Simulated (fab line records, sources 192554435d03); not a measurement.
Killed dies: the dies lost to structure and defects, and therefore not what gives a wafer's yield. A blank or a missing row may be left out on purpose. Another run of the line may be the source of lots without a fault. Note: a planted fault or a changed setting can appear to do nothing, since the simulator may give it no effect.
Split-lot study :: flow n5_finfet :: 7 lots, 21 wafers read, on a route of 1938 steps

THE SPLIT ITSELF
At N5_HKMG_FIN_ETCH_31 (etches SiARC in CF4, target depth 45.5 nm, time 75.8 s), the setting bias_w was moved away from the recipe's 36 W on 3 of the 21 wafers read, by +7.2% to +16.6%. All remaining wafers had this setting at the recipe value.

The reading comes from the split's own step.

THE READING
rf_vpp_V, in V, at N5_HKMG_FIN_ETCH_31 (etches SiARC in CF4, target depth 45.5 nm, time 75.8 s). Typical for fault-free wafers on this fab line: 184.0 V, with standard deviation 1.2 V.

wafer: L075.1
tool, chamber at the split: rie_diel-02, 3
bias_w as run, W: 36
against the recipe: recipe
rf_vpp_V, V: 183.6
against lot-mates on the recipe: -

wafer: L075.4
tool, chamber at the split: rie_diel-02, 2
bias_w as run, W: 36
against the recipe: recipe
rf_vpp_V, V: 186.2
against lot-mates on the recipe: -

wafer: L075.6
tool, chamber at the split: rie_diel-02, 2
bias_w as run, W: 36
against the recipe: recipe
rf_vpp_V, V: 184.0
against lot-mates on the recipe: -

wafer: L076.1
tool, chamber at the split: rie_diel-06, 1
bias_w as run, W: 36
against the recipe: recipe
rf_vpp_V, V: 182.8
against lot-mates on the recipe: -

wafer: L076.4
tool, chamber at the split: rie_diel-06, 2
bias_w as run, W: 36
against the recipe: recipe
rf_vpp_V, V: 185.6
against lot-mates on the recipe: -

wafer: L076.6
tool, chamber at the split: rie_diel-06, 1
bias_w as run, W: 36
against the recipe: recipe
rf_vpp_V, V: 182.8
against lot-mates on the recipe: -

wafer: L077.2
tool, chamber at the split: rie_diel-06, 3
bias_w as run, W: 41.2
against the recipe: +14.4%
rf_vpp_V, V: 200.8
against lot-mates on the recipe: +17.2

wafer: L077.3
tool, chamber at the split: rie_diel-06, 1
bias_w as run, W: 36
against the recipe: recipe
rf_vpp_V, V: 182.0
against lot-mates on the recipe: -

wafer: L077.4
tool, chamber at the split: rie_diel-06, 2
bias_w as run, W: 36
against the recipe: recipe
rf_vpp_V, V: 185.1
against lot-mates on the recipe: -

wafer: L078.1
tool, chamber at the split: rie_diel-01, 2
bias_w as run, W: 36
against the recipe: recipe
rf_vpp_V, V: 183.2
against lot-mates on the recipe: -

wafer: L078.4
tool, chamber at the split: rie_diel-01, 3
bias_w as run, W: 36
against the recipe: recipe
rf_vpp_V, V: 183.1
against lot-mates on the recipe: -

wafer: L078.6
tool, chamber at the split: rie_diel-01, 0
bias_w as run, W: 36
against the recipe: recipe
rf_vpp_V, V: 182.6
against lot-mates on the recipe: -

wafer: L079.1
tool, chamber at the split: rie_diel-01, 0
bias_w as run, W: 36
against the recipe: recipe
rf_vpp_V, V: 182.9
against lot-mates on the recipe: -

wafer: L079.3
tool, chamber at the split: rie_diel-01, 1
bias_w as run, W: 41.99
against the recipe: +16.6%
rf_vpp_V, V: 202.3
against lot-mates on the recipe: +19.1

wafer: L079.4
tool, chamber at the split: rie_diel-01, 2
bias_w as run, W: 36
against the recipe: recipe
rf_vpp_V, V: 183.5
against lot-mates on the recipe: -

wafer: L080.1
tool, chamber at the split: rie_diel-01, 3
bias_w as run, W: 36
against the recipe: recipe
rf_vpp_V, V: 183.4
against lot-mates on the recipe: -

wafer: L080.4
tool, chamber at the split: rie_diel-01, 0
bias_w as run, W: 36
against the recipe: recipe
rf_vpp_V, V: 183.1
against lot-mates on the recipe: -

wafer: L080.6
tool, chamber at the split: rie_diel-01, 1
bias_w as run, W: 38.59
against the recipe: +7.2%
rf_vpp_V, V: 193.3
against lot-mates on the recipe: +10.1

wafer: L094.4
tool, chamber at the split: rie_diel-06, 2
bias_w as run, W: 36
against the recipe: recipe
rf_vpp_V, V: 184.6
against lot-mates on the recipe: -

wafer: L094.5
tool, chamber at the split: rie_diel-06, 1
bias_w as run, W: 36
against the recipe: recipe
rf_vpp_V, V: 181.5
against lot-mates on the recipe: -

wafer: L094.6
tool, chamber at the split: rie_diel-06, 2
bias_w as run, W: 36
against the recipe: recipe
rf_vpp_V, V: 186.2
against lot-mates on the recipe: -

FIT RESULTS
A straight line over all 21 wafers: rf_vpp_V changes by +1.16 V for each +1% of bias_w; r = +0.97; the points scatter about the line by 1.3 V.
The same after taking each lot's own level away (the mean of its wafers on the recipe; 21 wafers): +1.19 V for each +1%; r = +0.98; scatter 1.2 V.
The reading moves by 20 V for the largest change in bias_w, on that fit.
Across the lots, their own levels run from 182.97 to 184.60 V, a range of 1.4 times the standard deviation given above.
The two slopes agree, so the slope changes little with the lot-to-lot level.
Check: with one of the wafers moved furthest among these (+16.6%) left out of the fit, the line predicts +20.5 V for it against its lot-mates. Against them it came out at +19.1 V.
Tool readings at the split's step, against how far the setting was moved: rf_vpp_V r = +0.97.

FILE'S OWN FIT
rf_vpp_V changes by +1.19 V for each +1% of bias_w, r = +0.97.
